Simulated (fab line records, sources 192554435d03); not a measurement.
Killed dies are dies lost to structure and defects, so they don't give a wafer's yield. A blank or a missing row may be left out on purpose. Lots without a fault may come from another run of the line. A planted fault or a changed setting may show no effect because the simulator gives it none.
A struck lot beside a sound one | flow n5_finfet | 34 steps out of a route of 1938
Sound: wafers L179.2, L179.3, L179.6. Struck: wafer L198.6. (L198.3, L198.5 of the same lot were not struck and are left out.) The cause comes at the end.
At each step with rows: each side's tool, then ch and its chambers, then its first start. Under that, the readings that differ: sound wafers | struck wafers | difference of the means | sigmas: that difference in standard deviations of wafers without a fault.
alike: readings whose means differ by less than 2 such deviations, and words and numbers that are the same on both sides. not compared: withheld readings, readings that some wafer has no value for, bounds like >300 that may hide the same value, and numbers for which the record gives no deviation and whose values overlap.
The two part at a step that has a row with sigmas, a row that says differs or no value, or rows on one side only. Numbers that don't overlap but have no deviation are shown without sigmas and don't part them. A reading that every wafer of one side lacks parts them only if that side has two wafers or more.

first, 9 steps without rows for these wafers: N5_BEOL_M15_PRE_CLEAN_52 (time 15 s); N5_BEOL_M15_DEP_53 (deposits SiCN from 3MS/NH3, target thk 50 nm, time 17.8 s); N5_PASSIVATION_PECVD_00 (deposits SiO2 from SiH4/N2O, target thk 200 nm, time 11.2 s); N5_MIM_BOT_DEGAS_01 (time 60 s); N5_MIM_BOT_SPUTTER_00 (material TiN, target thk 35 nm, time 89.7 s); N5_MIM_TOP_ALD_00 (deposits Al2O3, purge time 3 s, co reactant pulse time 3 s); N5_MIM_TOP_ALD_01 (deposits HfO2, target thk 5.6 nm, pulse time 1 s, purge time 3 s); N5_MIM_TOP_ALD_02 (deposits Al2O3, purge time 3 s, co reactant pulse time 3 s); N5_MIM_TOP_DEGAS_04 (time 60 s).
N5_MIM_TOP_SPUTTER_03: material TiN, target thk 35 nm, time 89.7 s.
  sound on pvd_sputter-02, day 12 14:16; struck on pvd_sputter-02, day 17 23:48
  alike: throttle_valve_pct
then, 8 steps without rows for these wafers: N5_MIM_TOP_LITHO_HMDS_01 (time 60 s); N5_MIM_TOP_LITHO_COAT_02; N5_MIM_TOP_LITHO_EBR_04; N5_MIM_TOP_LITHO_SOFTBAKE_03 (time 90 s); N5_MIM_TOP_LITHO_EXPOSE_05 (exposes mask MIM TOP, target cd 2000 nm); N5_MIM_TOP_LITHO_PEB_06; N5_MIM_TOP_LITHO_DEVELOP_07 (develop time 60 s); N5_MIM_TOP_LITHO_HARDBAKE_09 (time 120 s).
N5_MIM_TOP_LITHO_INSPECT_12: inspects for defects (macro).
  sound on defect_inspect-02, day 12 14:43; struck on defect_inspect-01, day 18 00:15
  reading          | sound | struck | difference | sigmas
  raw_defect_count | 1 0 1 | 288    | +287       | +99 or more
then, 12 steps without rows for these wafers: N5_MIM_TOP_LITHO_DESCUM_10 (chemistry O2, time 7.9 s); N5_MIM_TOP_ETCH_ETCH_00 (etches TiN in Cl2/BCl3, target depth 38.5 nm); N5_MIM_TOP_ETCH_STRIP_01 (strips in O2); N5_MIM_TOP_ETCH_PECVD_03 (deposits SiNx from SiH4/NH3/N2, target thk 20 nm, time 17.6 s); N5_MIM_BOT_LITHO_HMDS_01 (time 60 s); N5_MIM_BOT_LITHO_COAT_02; N5_MIM_BOT_LITHO_EBR_04; N5_MIM_BOT_LITHO_SOFTBAKE_03 (time 90 s); N5_MIM_BOT_LITHO_EXPOSE_05 (exposes mask MIM BOT); N5_MIM_BOT_LITHO_PEB_06; N5_MIM_BOT_LITHO_DEVELOP_07 (develop time 60 s); N5_MIM_BOT_LITHO_HARDBAKE_09 (time 120 s).
N5_MIM_BOT_LITHO_INSPECT_12: inspects for defects (macro).
  sound on defect_inspect-02, day 12 15:39; struck on defect_inspect-02, day 18 01:09
  reading          | sound | struck | difference | sigmas
  raw_defect_count | 3 3 2 | 290    | +287       | +99 or more
then, 1 step without rows for these wafers: N5_MIM_BOT_LITHO_DESCUM_10 (chemistry O2, time 7.9 s).
N5_PASSIVATION_PROBE_49:
  the record has rows for the struck wafers here (prober-02, day 18 13:18) and none for the sound ones

WHERE THEY PART
First at N5_MIM_TOP_LITHO_INSPECT_12; last, within this record, at N5_PASSIVATION_PROBE_49.

WHY: what the simulator had put in
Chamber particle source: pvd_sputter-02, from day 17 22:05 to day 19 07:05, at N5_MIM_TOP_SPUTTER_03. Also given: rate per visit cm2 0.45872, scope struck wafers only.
